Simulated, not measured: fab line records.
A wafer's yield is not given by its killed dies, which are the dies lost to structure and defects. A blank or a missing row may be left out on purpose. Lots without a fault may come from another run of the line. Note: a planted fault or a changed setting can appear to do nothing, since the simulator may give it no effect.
A struck lot beside a sound one	flow nand-harc	14 steps out of a route of 1302
Sound: wafers L261.1, L261.3, L261.4. The struck wafers were L268.2, L268.3, L268.5. Last of all comes the cause.
Per side, at each step with rows, come the tool, then ch with its chambers, and then its first start. Under that, the readings that differ: sound wafers	struck wafers	difference of the means	sigmas: that difference in standard deviations of wafers without a fault.
alike: words and numbers the same on both sides, and readings whose means are apart by under 2 such deviations; not compared: readings that were withheld, readings missing a value for some wafer, numbers with overlapping values and no deviation given by the record, and bounds like >300 which may hide the same value.
The two part at a step that has a row with sigmas, a row that says differs or no value, or rows on one side only. Numbers that have no deviation but don't overlap get no sigmas and don't part them. Lack of a reading on every wafer of one side parts them only where that side has two or more wafers.

NHARC_P_CONTACT_DESCUM_17: chemistry O2, time 3 s.
  sound on rie-diel-12 ch 1,2, day 5 17:07; struck on rie-diel-12 ch 0,1, day 9 03:11
  alike: drypump-motor-current-A, oes-product-au, rf-vpp-V, showerhead-plenum-p-Torr, throttle-valve-pct
  not compared: rf-hours-counter-h
then, 1 step without rows for these wafers: NHARC_P_CONTACT_ETCH_35 (etches the open film in CF4, target depth 39 nm, time 65 s).
NHARC_P_CONTACT_ETCH_36: etches the open film in N2/H2, target depth 260 nm, time 406.25 s.
  sound: rie-diel-12 ch 1,3; struck: rie-diel-12 ch 0,1,2
  alike: drypump-motor-current-A, h2-flow-sccm, oes-product-au, rf-fwd-power-W, rf-vpp-V, showerhead-plenum-p-Torr, throttle-valve-pct
  not compared: rf-hours-counter-h
then, 2 steps without rows for these wafers: NHARC_P_CONTACT_ETCH_18 (etches the open film in C4F8/O2/Ar, target depth 481 nm, time 240.5 s); NHARC_P_CONTACT_STRIP_37 (strips in C4F8/O2/Ar).
NHARC_P_CONTACT_ETCH_31: etches the open film in CH3F/O2, target depth 30 nm, time 85.7 s.
  sound: rie-diel-12 ch 1,3; struck: rie-diel-12 ch 1,2
  alike: drypump-motor-current-A, oes-product-au, rf-fwd-power-W, rf-vpp-V, showerhead-plenum-p-Torr, throttle-valve-pct
  not compared: rf-hours-counter-h
NHARC_P_CONTACT_CD_MEAS_19:
  sound: cd-sem-02 at day 5 18:08; struck: cd-sem-03 at day 9 04:04
  alike: cd-nm
then, 2 steps without rows for these wafers: NHARC_P_CONTACT_STRIP_28 (strips in O2); NHARC_P_CONTACT_STRIP_29 (strips in post etch residue remover, time 1200 s).
NHARC_P_CONTACT_DEGAS_38: time 60 s.
  sound: pvd-sputter-02 at day 5 18:51; struck: pvd-sputter-01 at day 9 04:46
  alike: heater-power-w, susceptor-temp-C
then, 1 step without rows for these wafers: NHARC_P_CONTACT_PRE_CLEAN_39 (time 19.5 s).
NHARC_P_CONTACT_PVD_32: deposits Ti, target thk 5 nm, time 17.7 s.
  sound on pvd-sputter-02; struck on pvd-sputter-01
  alike: substrate-temp-c, throttle-valve-pct
NHARC_P_CONTACT_ALD_22: deposits TiN, target thk 3 nm, pulse time 1 s, ald cycles 150.
  sound on ald-metal-01 ch 1,2,3, day 5 19:05; struck on ald-metal-02 ch 1,3, day 9 05:01
reading	sound	struck	difference	sigmas
ald-cycles	150 150 150	146 146 146	-4	
  alike: heater-power-w, precursor-pulse-height-rel, susceptor-temp-C
then, 1 step without rows for these wafers: NHARC_P_CONTACT_CVD_23 (deposits W, target thk 200 nm, time 557 s).

== WHERE THEY PART ==
Nowhere in this record.

WHY: what had been put in by the simulator
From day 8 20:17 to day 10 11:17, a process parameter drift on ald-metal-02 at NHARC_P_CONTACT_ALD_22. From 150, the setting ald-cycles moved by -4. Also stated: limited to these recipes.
